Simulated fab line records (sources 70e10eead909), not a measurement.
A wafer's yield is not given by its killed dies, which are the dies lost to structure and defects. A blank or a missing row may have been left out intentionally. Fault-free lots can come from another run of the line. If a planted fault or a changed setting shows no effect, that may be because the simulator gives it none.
fab line records | flow nand-harc
record lots=7 wafers=21 last-day=33
route steps=1302 shown A_CHANNEL_FILL_D1@492 A_DECK1_JOINT@518 END@1302
lots that met no fault: taken from a fault-free run of the same line
start-h: the number of hours between the record's first day and the start of the first shown wafer of the lot | wait-h: hours elapsed since this lot's preceding step | " same as the row above | L1.1+2: several wafers, shown together as one row | - no value present, or no start provided | * or withheld: withheld | < > ~ a bound
route shown NAME@n: a module of which the file shows steps, and the number in the route of the first | usual: mean/standard deviation of fault-free wafers | same: alike in all rows | chamber/n: place in a boat | sites: readings site by site | _std_site: standard deviation of those values | _edge_site: outer sites' mean less inner sites' | radius-mm: for every site, how far away it sits from the centre of the wafer | mask NAME#n: copy n | behind: the last tool/chamber to shape the wafer | hold: why the lot went on hold/how many hours it stayed there/how the hold came to an end | device: names the non-switching transistor (n, p or np) | end of line: tests of these same wafers at the route's end | a step given without rows: its recipe and nothing more | killed: at the first sort, the dies lost to defects and structure; wafer yield is something else | map: per-die view of a wafer (x killed, . not killed, _ where there is no die)
set.NAME: the setting the step ran with; set.NAME@STEP: the setting that earlier step ran with | model.NAME: the simulator's own value behind a step, which no gauge read
a table for each step, a row for each wafer; lots at some steps of the route
services: a tool's chamber out of use, with start hour (start-h, from the record's first day; less than 0 if before it), hours out, and reason
## steps
# step NHARC_A_CHANNEL_FILL_D1_ALD_02
# recipe target-thk-a=60 pulse-time-s=10 ald-cycles=60 temp-c=300 material=SiO2
# step NHARC_A_CHANNEL_FILL_D1_ALD_03
# recipe target-thk-a=60 pulse-time-s=60 ald-cycles=58 temp-c=630 pressure-torr=2 material=SiNx
# usual chamber-pressure-Torr=2.000/0.0043 precursor-pulse-height-rel=0.999/0.02
# columns lot.wafer tool chamber start-h wait-h chamber-pressure-Torr precursor-pulse-height-rel
L507.1 ald-sin-batch-02 0 - - 1.996 1.005
L507.2 " 0 " " 2.002 0.997
L507.4 " 0 " " 2.004 1.008
L508.1 ald-sin-batch-02 0 - - 1.997 1.011
L508.3 " 0 " " 1.998 1.000
L508.4 " 0 " " 1.993 1.054
L509.1 ald-sin-batch-01 0 - - 2.001 0.981
L509.2 " 0 " " 2.003 0.989
L509.6 " 0 " " 2.004 0.988
L510.1 ald-sin-batch-02 0 - - 2.005 0.983
L510.3 " 0 " " 2.003 1.033
L510.4 " 0 " " 2.003 0.997
L515.1 ald-sin-batch-03 0 - - 2.003 1.013
L515.2 " 0 " " 1.998 0.999
L515.3 " 0 " " 2.002 1.003
L517.2 ald-sin-batch-03 0 - - 2.001 0.992
L517.5 " 0 " " 1.999 0.999
L517.6 " 0 " " 2.002 1.000
L518.2 ald-sin-batch-03 0 - - 1.995 0.997
L518.4 " 0 " " 1.996 0.989
L518.6 " 0 " " 2.004 0.981
# step NHARC_A_CHANNEL_FILL_D1_ALD_14
# recipe target-thk-a=25 pulse-time-s=10 ald-cycles=25 temp-c=300 material=SiO2
# step NHARC_A_CHANNEL_FILL_D1_ALD_15
# recipe target-thk-a=20 pulse-time-s=60 ald-cycles=19 temp-c=630 pressure-torr=2 material=SiNx
# usual chamber-pressure-Torr=2.000/0.0047 precursor-pulse-height-rel=1.000/0.019
# columns lot.wafer tool chamber start-h wait-h chamber-pressure-Torr precursor-pulse-height-rel
L507.1 ald-sin-batch-03 0 - - 1.999 0.973
L507.2 " 0 " " 2.000 0.971
L507.4 " 0 " " 1.997 1.037
L508.1 ald-sin-batch-03 0 - - 1.991 1.000
L508.3 " 0 " " 1.988 1.009
L508.4 " 0 " " 1.993 0.993
L509.1 ald-sin-batch-02 0 - - 2.008 0.995
L509.2 " 0 " " 2.001 0.980
L509.6 " 0 " " 2.000 1.016
L510.1 ald-sin-batch-02 0 - - 2.006 1.022
L510.3 " 0 " " 2.000 0.969
L510.4 " 0 " " 2.000 0.986
L515.1 ald-sin-batch-01 0 - - 1.996 1.029
L515.2 " 0 " " 1.998 0.992
L515.3 " 0 " " 1.995 1.022
L517.2 ald-sin-batch-01 0 - - 1.994 1.020
L517.5 " 0 " " 2.001 1.013
L517.6 " 0 " " 1.997 0.988
L518.2 ald-sin-batch-01 0 - - 2.003 1.024
L518.4 " 0 " " 2.013 1.003
L518.6 " 0 " " 2.007 0.993
# step NHARC_A_CHANNEL_FILL_D1_ALD_16
# recipe target-thk-a=15 pulse-time-s=10 ald-cycles=15 temp-c=300 material=SiO2
# step NHARC_A_CHANNEL_FILL_D1_ANNEAL_17
# recipe temp-c=850 time-s=1800
# step NHARC_A_CHANNEL_FILL_D1_CVD_18
# recipe target-thk-a=30 temp-c=550 material=poly-Si
# step NHARC_A_CHANNEL_FILL_D1_ETCHBACK_19
# recipe target-depth-a=50 time-s=1.7 hbr-flow-sccm=150 cl2-flow-sccm=50 rf-w=400 icp-w=400 bias-w=100 chemistry=HBr/Cl2
# usual bias-w=100.01/0.29 chamber-pressure-mTorr=15.002/0.014 drypump-motor-current-A=5.62/0.29 he-backside-leak-sccm=2.73/0.24 oes-product-au=1.000/0.012 throttle-valve-pct=26.406/0.0099
# same time-s=1.7
# columns lot.wafer tool chamber start-h wait-h bias-w chamber-pressure-mTorr drypump-motor-current-A he-backside-leak-sccm oes-product-au rf-hours-counter-h throttle-valve-pct
L508.3 rie-si-01 2 323.03 0.4 100.01 14.991 5.70 2.98 1.002 0.43 26.397
L508.1 " 3 " " 100.12 15.012 5.78 2.59 1.009 0.81 26.397
L508.4 " 0 " " 99.47 15.022 6.00 2.81 0.996 0.82 26.415
L507.4 rie-si-02 2 323.03 0.4 100.12 15.016 5.18 2.91 0.992 0.17 26.408
L507.2 " 3 " " 100.08 15.003 5.62 2.65 1.013 0.14 26.405
L507.1 " 0 " " 100.05 15.003 5.13 2.59 1.004 0.19 26.396
L509.2 rie-si-01 1 335.42 0.4 100.01 15.025 5.57 2.35 0.977 0.83 26.420
L509.1 " 2 " " 100.42 15.000 5.74 3.04 0.993 0.50 26.411
L509.6 " 2 " " 100.10 14.981 5.66 2.89 0.988 - 26.399
L510.4 rie-si-05 0 359.97 0.4 100.17 14.972 6.23 2.71 1.008 0.37 26.394
L510.1 " 2 " " 100.61 14.997 5.74 2.84 0.995 0.25 26.412
L510.3 " 3 " " 100.14 15.014 5.76 2.48 1.016 0.37 26.419
L515.3 rie-si-01 2 393.24 0.4 99.91 14.997 5.70 2.90 1.017 0.18 26.402
L515.2 " 3 " " 100.37 15.002 5.82 2.68 1.002 0.09 26.402
L515.1 " 1 " " 99.99 14.999 5.53 2.28 1.009 0.18 26.406
L517.2 rie-si-01 0 424.56 0.4 99.86 14.986 5.97 2.81 0.997 0.16 26.390
L517.5 " 0 " " 100.53 14.985 5.97 2.77 1.002 - 26.411
L517.6 " 1 " " 99.84 15.000 5.54 2.36 1.013 - 26.408
L518.2 rie-si-05 3 436.57 0.4 100.38 15.018 5.75 2.75 1.002 0.84 26.406
L518.4 " 0 " " 99.76 15.018 6.25 2.72 1.003 0.80 26.405
L518.6 " 2 " " 100.17 14.975 5.75 3.10 0.983 - 26.436
# step NHARC_A_CHANNEL_FILL_D1_ETCHBACK_20
# recipe target-depth-a=270 time-s=13.5 c4f8-flow-sccm=withheld o2-flow-sccm=8 ar-flow-sccm=withheld rf-w=600 bias-w=1500 chemistry=C4F8/O2/Ar
# step NHARC_A_CHANNEL_FILL_D1_STRIP_28
# recipe time-s=20 o2-flow-sccm=500 ar-flow-sccm=0 bias-w=0 chemistry=O2
# usual chamber-pressure-mTorr=60.00/0.057 drypump-motor-current-A=5.8/0.41 mfc-ar-sccm=0.010/0.014 oes-product-au=0.997/0.012 rf-vpp-V=57.7/0.83 showerhead-plenum-p-Torr=3.46/0.1 throttle-valve-pct=17.037/0.0084
# same bias-w=0 time-s=20
# columns lot.wafer tool chamber start-h wait-h chamber-pressure-mTorr drypump-motor-current-A mfc-ar-sccm oes-product-au rf-hours-counter-h rf-vpp-V showerhead-plenum-p-Torr throttle-valve-pct
L508.4 rie-diel-03 0 323.24 0.1 59.97 5.2 0.028 1.004 2.1 58.9 3.49 17.046
L508.1 " 1 " " 59.98 5.8 0 1.001 2.1 56.8 3.31 17.025
L508.3 " 3 " " 60.01 5.8 0 1.008 1.8 57.0 3.45 17.040
L507.1 rie-diel-02 0 323.70 0.5 60.06 5.6 0.039 0.980 5.2 58.1 3.61 17.037
L507.4 " 1 " " 59.95 6.1 0.018 1.004 4.8 59.1 3.49 17.033
L507.2 " 3 " " 59.96 5.9 0.020 1.002 5.5 58.1 3.42 17.031
L509.2 rie-diel-03 3 335.64 0.1 59.93 5.7 0 1.006 3.0 57.2 3.45 17.038
L509.1 " 1 " " 59.90 5.8 0 0.985 3.1 58.0 3.31 17.041
L509.6 " 0 " " 60.01 5.2 0.028 0.985 - 58.1 3.49 17.032
L510.4 rie-diel-02 2 360.19 0.1 59.94 6.7 0 0.990 7.1 56.9 3.56 17.047
L510.1 " 0 " " 59.96 5.7 0.039 0.969 6.8 57.6 3.61 17.042
L510.3 " 1 " " 59.97 6.0 0.018 1.016 6.8 58.7 3.49 17.032
L515.1 rie-diel-02 3 393.48 0.1 59.97 5.9 0.020 1.002 9.4 57.3 3.42 17.034
L515.2 " 0 " " 59.97 5.7 0.039 0.975 8.2 57.4 3.61 17.039
L515.3 " 2 " " 59.99 6.8 0 0.991 9.3 59.1 3.56 17.033
L517.2 rie-diel-03 3 424.81 0.1 60.11 5.7 0 1.014 10.1 57.2 3.45 17.030
L517.5 " 1 " " 60.05 5.9 0 0.992 - 56.7 3.31 17.043
L517.6 " 3 " " 60.00 5.7 0 1.001 - 57.1 3.45 17.044
L518.4 rie-diel-03 3 436.78 0.1 60.06 5.7 0 1.021 10.2 57.7 3.45 17.037
L518.2 " 0 " " 60.01 5.2 0.028 1.007 10.3 58.6 3.49 17.044
L518.6 " 2 " " 60.00 5.8 0.033 1.002 - 58.5 3.63 17.038
# step NHARC_A_CHANNEL_FILL_D1_PRECLEAN_21
# recipe time-s=30 chemistry=dHF
# step NHARC_A_CHANNEL_FILL_D1_SRD_23
# step NHARC_A_CHANNEL_FILL_D1_CVD_05
# recipe target-thk-a=50 temp-c=550 material=poly-Si
# usual spike-tc-bottom-C=574.1/1.4 tube-center-temp-C=550/0.055
# columns lot.wafer tool chamber start-h wait-h spike-tc-bottom-C tube-center-temp-C
L507.1 lpcvd-poly-03 0 325.81 2.0 573.8 549.99
L507.2 " 0 " " 573.4 550.1
L507.4 " 0 " " 572.6 549.95
L508.1 lpcvd-poly-03 0 325.81 2.4 574.5 550.04
L508.3 " 0 " " 573.4 550.03
L508.4 " 0 " " 574.2 549.97
L509.1 lpcvd-poly-03 0 338.22 2.5 573.9 550.01
L509.2 " 0 " " 575.1 550.02
L509.6 " 0 " " 573.8 550.07
L510.1 lpcvd-poly-02 0 362.66 2.3 576.1 550.04
L510.3 " 0 " " 575.4 549.94
L510.4 " 0 " " 574.5 549.91
L515.1 lpcvd-poly-01 0 396.90 3.3 571.3 550
L515.2 " 0 " " 572.2 550.04
L515.3 " 0 " " 573.9 550.08
L517.2 lpcvd-poly-03 0 427.36 2.4 575.4 549.91
L517.5 " 0 " " 573.6 550.04
L517.6 " 0 " " 575.3 549.98
L518.2 lpcvd-poly-03 0 439.35 2.4 575.9 549.92
L518.4 " 0 " " 574.3 550.04
L518.6 " 0 " " 574.7 550.15
# step NHARC_A_CHANNEL_FILL_D1_ANNEAL_22
# recipe temp-c=620 time-s=7200
# step NHARC_A_CHANNEL_FILL_D1_ALD_25
# recipe target-thk-a=600 pulse-time-s=10 ald-cycles=600 temp-c=300 material=SiOx
# step NHARC_A_CHANNEL_FILL_D1_ETCHBACK_08
# recipe target-depth-a=2200 time-s=110 c4f8-flow-sccm=20 ar-flow-sccm=withheld rf-w=600 bias-w=300 chemistry=C4F8
# step NHARC_A_CHANNEL_FILL_D1_STRIP_29
# recipe time-s=20 o2-flow-sccm=500 ar-flow-sccm=0 bias-w=0 chemistry=O2
# usual chamber-pressure-mTorr=60.00/0.051 drypump-motor-current-A=5.7/0.42 mfc-ar-sccm=0.005/0.012 oes-product-au=0.997/0.011 rf-vpp-V=57.6/0.79 showerhead-plenum-p-Torr=3.45/0.098 throttle-valve-pct=17.037/0.0094
# same bias-w=0 time-s=20
# columns lot.wafer tool chamber start-h wait-h chamber-pressure-mTorr drypump-motor-current-A mfc-ar-sccm oes-product-au rf-hours-counter-h rf-vpp-V showerhead-plenum-p-Torr throttle-valve-pct
L508.1 rie-diel-02 3 - - 59.94 5.9 0.020 1.004 6.4 57.6 3.42 17.037
L508.3 " 0 " " 59.97 5.6 0.039 0.975 6.1 57.8 3.61 17.043
L508.4 " 2 " " 59.95 6.7 0 0.995 5.9 58.0 3.56 17.043
L507.4 rie-diel-13 1 - - 60.08 6.3 0 1.002 7.8 58.9 3.38 17.047
L507.2 " 2 " " 59.94 5.2 0 0.982 7.5 57.3 3.46 17.017
L507.1 " 3 " " 60.07 5.6 0 1.005 6.6 58.5 3.57 17.020
L509.2 rie-diel-13 2 - - 60.00 5.2 0 0.990 0.0 56.1 3.46 17.041
L509.1 " 1 " " 59.97 6.4 0 0.998 0.1 58.6 3.38 17.029
L509.6 " 2 " " 60.02 5.2 0 0.984 - 57.7 3.46 17.027
L510.3 rie-diel-03 2 - - 59.97 5.8 0.033 0.994 5.5 57.2 3.63 17.037
L510.4 " 0 " " 59.94 5.2 0.028 0.993 6.6 57.4 3.49 17.040
L510.1 " 1 " " 59.95 5.8 0 1.000 5.6 57.4 3.31 17.028
L515.1 rie-diel-13 3 - - 59.95 5.6 0 1.010 2.1 58.5 3.57 17.020
L515.3 " 0 " " 60.08 5.6 0 0.998 2.2 56.5 3.32 17.037
L515.2 " 1 " " 60.09 6.4 0 1.009 2.1 56.8 3.38 17.038
L517.2 rie-diel-13 0 - - 60.02 5.5 0 0.990 3.1 56.0 3.32 17.027
L517.5 " 1 " " 59.99 6.3 0 1.002 - 57.1 3.38 17.042
L517.6 " 2 " " 59.88 5.2 0 0.988 - 59.0 3.45 17.033
L518.4 rie-diel-13 3 - - 59.96 5.6 0 1.001 3.8 57.9 3.57 17.022
L518.2 " 0 " " 59.98 5.5 0 0.997 3.9 58.3 3.32 17.047
L518.6 " 2 " " 60.08 5.2 0 1.002 - 57.4 3.45 17.035
# step NHARC_A_CHANNEL_FILL_D1_PRECLEAN_30
# recipe time-s=30 chemistry=dHF
# step NHARC_A_CHANNEL_FILL_D1_SRD_31
# step NHARC_A_CHANNEL_FILL_D1_CVD_09
# recipe target-thk-a=1500 temp-c=620 pressure-mtorr=200 time-s=3000 material=poly-Si
# step NHARC_A_CHANNEL_FILL_D1_CMP_10
# recipe target-thk-nm=150
# step NHARC_A_CHANNEL_FILL_D1_SRD_12
# step NHARC_A_DECK1_JOINT_ETCHBACK_07
# recipe target-depth-a=1050 time-s=26.9 hbr-flow-sccm=150 rf-w=350 icp-w=350 bias-w=60 chemistry=HBr
# step NHARC_A_DECK1_JOINT_ETCH_25
# recipe target-depth-a=5 chemistry=dHF material=SiO2
# step NHARC_A_DECK1_JOINT_ETCH_19
# recipe temp-c=25 target-depth-a=30 chemistry=TMAH material=poly-Si
# step NHARC_A_DECK1_JOINT_ETCH_18
# recipe target-depth-a=30 chemistry=dHF material=SiO2
# step NHARC_A_DECK1_JOINT_WET_08
# recipe temp-c=160 time-s=86 chemistry=H3PO4
# step NHARC_A_DECK1_JOINT_ETCH_09
# recipe target-depth-a=50 chemistry=dHF material=SiO2
# step NHARC_A_DECK1_JOINT_WET_10
# recipe temp-c=160 time-s=86 chemistry=H3PO4
# step NHARC_A_DECK1_JOINT_ETCH_11
# recipe target-depth-a=350 chemistry=dHF material=SiO2
# step NHARC_A_DECK1_JOINT_CVD_12
# recipe target-thk-a=900 temp-c=620 pressure-mtorr=200 time-s=1800 material=poly-Si
# step NHARC_A_DECK1_JOINT_CMP_13
# recipe target-thk-nm=51.023
# step NHARC_A_DECK1_JOINT_THK_MEAS_14
# recipe thk-meas-gauge=ellipsometry
# usual thk-nm=51.3/1.5
# columns lot.wafer tool chamber start-h wait-h thk-nm
L508.1 film-metro-02 - 357.32 0.2 53.6
L508.3 " - " " 50.5
L508.4 " - " " 51.1
L507.1 film-metro-01 - 357.32 0.2 50.1
L507.2 " - " " 52.8
L507.4 " - " " 53.2
L509.1 film-metro-02 - 369.95 0.2 54.4
L509.2 " - " " 49.7
L509.6 " - " " 50.5
L510.1 film-metro-01 - 394.35 0.2 51.6
L510.3 " - " " 50.7
L510.4 " - " " 52.3
L515.1 film-metro-01 - 429.00 0.2 53.3
L515.2 " - " " 50.6
L515.3 " - " " 52.9
L517.2 film-metro-02 - 458.83 0.2 52.6
L517.5 " - " " 49.9
L517.6 " - " " 52.5
L518.2 film-metro-02 - 470.85 0.2 48.7
L518.4 " - " " 54.0
L518.6 " - " " 54.0
# step NHARC_A_DECK1_JOINT_SRD_04
# step NHARC_A_DECK1_JOINT_ETCHBACK_00
# recipe target-depth-a=300 time-s=17.4 hbr-flow-sccm=150 rf-w=350 icp-w=350 bias-w=60 chemistry=HBr
# step NHARC_A_DECK1_JOINT_PRECLEAN_30
# recipe time-s=* temp-c=50 bath-age-min=0 chemistry=SC1
# step NHARC_A_DECK1_JOINT_SRD_31
# step NHARC_A_DECK1_JOINT_CVD_34
# recipe target-thk-a=200 temp-c=700 pressure-mtorr=300 material=SiNx
# step NHARC_END_SORT_01
# recipe temp-c=25
# usual killed-at-array=58/20 killed-at-other=1.0/1.2 killed-at-periphery=4.1/3 killed-dies=63/20 killed-open=3.2/1.7 killed-short=2.5/1.5
# same gross-dies=677
# columns lot.wafer tool chamber start-h wait-h killed-at-array killed-at-other killed-at-periphery killed-dies killed-open killed-short
L508.1 prober-02 0 658.88 2.5 133 2 5 140 3 2
L508.3 prober-02 0 660.50 3.1 127 0 3 130 3 2
L508.4 prober-02 0 661.31 3.4 118 0 5 123 2 1
L507.1 prober-01 0 667.51 2.5 146 0 8 154 1 2
L507.2 prober-01 0 668.31 2.8 137 2 4 143 4 2
L507.4 prober-01 0 669.90 3.4 149 0 4 153 5 4
L509.1 prober-02 0 687.53 2.5 113 1 7 121 5 0
L509.2 prober-02 0 688.34 2.8 105 0 5 110 3 2
L509.6 prober-02 0 691.57 4.0 111 3 12 126 2 4
L515.1 prober-01 0 741.65 2.5 63 0 3 66 6 5
L515.2 prober-01 0 742.45 2.8 62 0 3 65 1 2
L515.3 prober-01 0 743.24 3.1 58 1 3 62 2 1
# killed by level:class
L508.1 A_CHANNEL_FILL_D1:unspecified=90 A_CHANNEL_HOLE_D1:chamber-film-flake=25 A_STAIRCASE:chamber-film-flake=4 P_BONDPAD:chamber-film-flake=3 A_SLIT:chamber-film-flake=3 P_GATE:chamber-film-flake=2 A_CHANNEL_FILL_D1:chamber-film-flake=2 A_CHANNEL_HOLE_D2:chamber-film-flake=2
L508.3 A_CHANNEL_FILL_D1:unspecified=88 A_CHANNEL_HOLE_D1:chamber-film-flake=26 A_STAIRCASE:chamber-film-flake=4 A_CHANNEL_FILL_D2:geometric-particle:short=2 P_BONDPAD:chamber-film-flake=2 A_SLIT:chamber-film-flake=2 A_WL_FILL:chamber-film-flake=2 A_SOURCE_PLATE:geometric-particle:open=1
L508.4 A_CHANNEL_FILL_D1:unspecified=87 A_CHANNEL_HOLE_D1:chamber-film-flake=28 P_CONTACT:chamber-film-flake=2 P_GATE:geometric-particle:open=1 P_CONTACT:geometric-particle:open=1 A_DECK1_JOINT:geometric-particle:short=1 P_BONDPAD:chamber-film-flake=1 A_CHANNEL_HOLE_D2:chamber-film-flake=1
L507.1 A_CHANNEL_FILL_D1:unspecified=85 A_SLIT:chamber-film-flake=30 A_CHANNEL_HOLE_D2:chamber-film-flake=9 A_CONTACT:chamber-film-flake=8 A_CHANNEL_HOLE_D1:chamber-film-flake=7 P_STI:chamber-film-flake=5 A_STAIRCASE:chamber-film-flake=4 P_CONTACT:geometric-particle:short=1
L507.2 A_CHANNEL_FILL_D1:unspecified=85 A_SLIT:chamber-film-flake=22 A_CHANNEL_HOLE_D2:chamber-film-flake=9 A_CONTACT:chamber-film-flake=7 A_CHANNEL_HOLE_D1:chamber-film-flake=6 A_ONON_D2:geometric-particle:open=2 P_ZERO_WELL:chamber-film-flake=2 THIN_TSV:chamber-film-flake=2
L507.4 A_CHANNEL_FILL_D1:unspecified=86 A_SLIT:chamber-film-flake=28 A_CHANNEL_HOLE_D2:chamber-film-flake=15 A_STAIRCASE:chamber-film-flake=6 A_CONTACT:chamber-film-flake=3 A_CHANNEL_FILL_D1:geometric-particle:short=2 P_STI:chamber-film-flake=2 A_CHANNEL_HOLE_D1:chamber-film-flake=2
L509.1 A_CHANNEL_FILL_D1:unspecified=89 A_STAIRCASE:chamber-film-flake=10 A_CHANNEL_HOLE_D1:chamber-film-flake=6 P_GATE:chamber-film-flake=3 P_CONTACT:geometric-particle:open=2 A_SLIT:chamber-film-flake=2 P_M1:geometric-particle:open=1 A_DECK1_JOINT:geometric-particle:open=1
L509.2 A_CHANNEL_FILL_D1:unspecified=88 A_STAIRCASE:chamber-film-flake=5 P_GATE:chamber-film-flake=3 A_SLIT:chamber-film-flake=3 P_CONTACT:chamber-film-flake=2 A_CHANNEL_HOLE_D1:chamber-film-flake=2 A_CHANNEL_FILL_D1:chamber-film-flake=2 A_ONON_D1:geometric-particle:short=1
L509.6 A_CHANNEL_FILL_D1:unspecified=89 A_STAIRCASE:chamber-film-flake=7 P_GATE:chamber-film-flake=4 P_CONTACT:chamber-film-flake=4 A_CHANNEL_HOLE_D1:chamber-film-flake=3 A_CHANNEL_FILL_D1:chamber-film-flake=3 THIN_TSV:chamber-film-flake=3 P_BONDPAD:chamber-film-flake=2
L515.1 A_CHANNEL_HOLE_D1:chamber-film-flake=26 A_CHANNEL_HOLE_D2:chamber-film-flake=20 A_SLIT:chamber-film-flake=4 A_ONON_D2:geometric-particle:short=3 A_CONTACT:chamber-film-flake=3 P_CONTACT:geometric-particle:open=2 A_ONON_D1:geometric-particle:open=2 P_BONDPAD:geometric-particle:open=1
L515.2 A_CHANNEL_HOLE_D2:chamber-film-flake=28 A_CHANNEL_HOLE_D1:chamber-film-flake=23 A_CONTACT:chamber-film-flake=4 A_SLIT:chamber-film-flake=3 A_WL_FILL:geometric-particle:short=2 P_GATE:chamber-film-flake=2 A_WL_FILL:geometric-particle:open=1 P_M1:chamber-film-flake=1
L515.3 A_CHANNEL_HOLE_D2:chamber-film-flake=28 A_CHANNEL_HOLE_D1:chamber-film-flake=22 A_CONTACT:chamber-film-flake=4 P_M0:geometric-particle:open=1 A_ONON_D1:geometric-particle:short=1 A_WL_FILL:geometric-particle:open=1 P_GATE:chamber-film-flake=1 P_M0:chamber-film-flake=1
# map L507.1 (x killed, . not)
____________.____________
_________x......_________
_______..........._______
______.............______
_____..............._____
____......x......x...____
____.................____
___......x.x..........___
___...............x...___
__x.......x..........x.__
__....x..xx............__
_.........x..x.....x...._
_...........x..........._
_..........x......x....._
_.......x...xx.........._
_........xx..x...x......_
.........xxxxx.....x.....
......x.xxxxxxxx....x....
.......x.xxxxxxxx..x.....
........xxxxxxxxxxxxx....
.......xxxxxxxxxxx.xx....
_.......xxxxxxxxx.xxx..._
_......xxxxxxxxxxxxxx..._
_.......xxxxxxxxxxxxx..._
_........xxxxxxxxxxx.x.x_
_.........xxxx.xx.xxx..._
__.......x.xx.x....x...__
__.......x.xx.x....x.x.__
___..............x....___
___...................___
____.xx...........x..____
____.................____
_____..............._____
______.............______
_______.......x..._______
_________......._________
____________.____________
# map L508.1 (x killed, . not)
____________.____________
_________.x....._________
_______..........._______
______.............______
_____..x............_____
____.................____
____...........x.....____
___..........x........___
___...................___
__..........x..........__
__.....................__
_..x...................._
_......................._
_......................._
_..........xxx.........._
_..........xx..x........_
x.xx..x..x..xxxx..x......
xxx......xxxxxxx.........
xxxxx...xxxxxxxx.........
xxxx....xxxxxxxxx........
xxxx.....xxxxxxx....x....
_xx..x.xxxxxxxxxx......._
_x.xx...xxxxxxxxx......._
_x......xxxxxxxx...x...._
_........xxxxxxxx......._
_........xxxxxxxx......._
__.........xxxxx.......__
__..x....xx............__
___.........xx........___
___....xx.....x.......___
____...............x.____
____x...........x.x..____
_____.x....x........_____
______.............______
_______..........._______
_________......._________
____________.____________
## services
# columns tool chamber start-h hours kind
rie-diel-03 - 281.30 9.0 pm
rie-diel-03 0 281.30 9.0 vent-cycle
rie-diel-03 1 281.30 9.0 vent-cycle
rie-diel-03 2 281.30 9.0 vent-cycle
rie-diel-03 3 281.30 9.0 vent-cycle
rie-diel-03 0 290.30 - clean
rie-si-05 - 305.00 9.0 pm
lpcvd-poly-03 - 328.14 3.5 repair
rie-diel-13 - 342.00 9.0 pm
ald-sin-batch-01 - 358.67 3.2 repair
rie-diel-02 0 367.98 10.0 repair
rie-si-01 - 370.00 9.0 pm
rie-si-01 3 380.53 2.9 repair
lpcvd-poly-03 - 387.01 26.0 pm
rie-diel-13 3 387.48 1.3 repair
rie-diel-02 1 387.77 2.5 repair
rie-si-01 0 390.11 16.8 repair
rie-diel-03 2 391.59 41.4 repair
rie-diel-02 - 393.70 9.0 pm
rie-si-02 1 397.64 3.4 repair
rie-si-01 3 403.37 3.6 repair
rie-si-02 1 417.84 6.4 repair
rie-diel-02 1 424.04 4.2 repair
rie-si-02 - 454.00 9.0 pm
## key
first-sign step=NHARC_END_SORT_01 reading=killed-dies direction=up sigmas=3.5 usual=63 struck=133
effect step=NHARC_END_SORT_01 reading=killed-at-array direction=up sigmas=3.4 usual=58 struck=127
more-kills-born-at NHARC_A_CHANNEL_FILL_D1_CVD_05@lpcvd-poly-03=787
met-at NHARC_A_CHANNEL_FILL_D1_CVD_05
struck-wafers L507.1,L507.2,L507.4,L508.1,L508.3,L508.4,L509.1,L509.2,L509.6
tester-left-out L507,L508,L509
fault kind=chamber-particle-source tool=lpcvd-poly-03 chamber=- onset-h=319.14 steps=NHARC_A_CHANNEL_FILL_D1_CVD_05 rate-per-visit-cm2=0.97206 end-h=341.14
# tester-left-out: of these lots the tester's yield and bins aren't shown, on N5 and GAA mostly nor the transistor test; their killed dies are dies lost to structure and defects alone, not to doping, threshold or leakage, so they don't give the yield
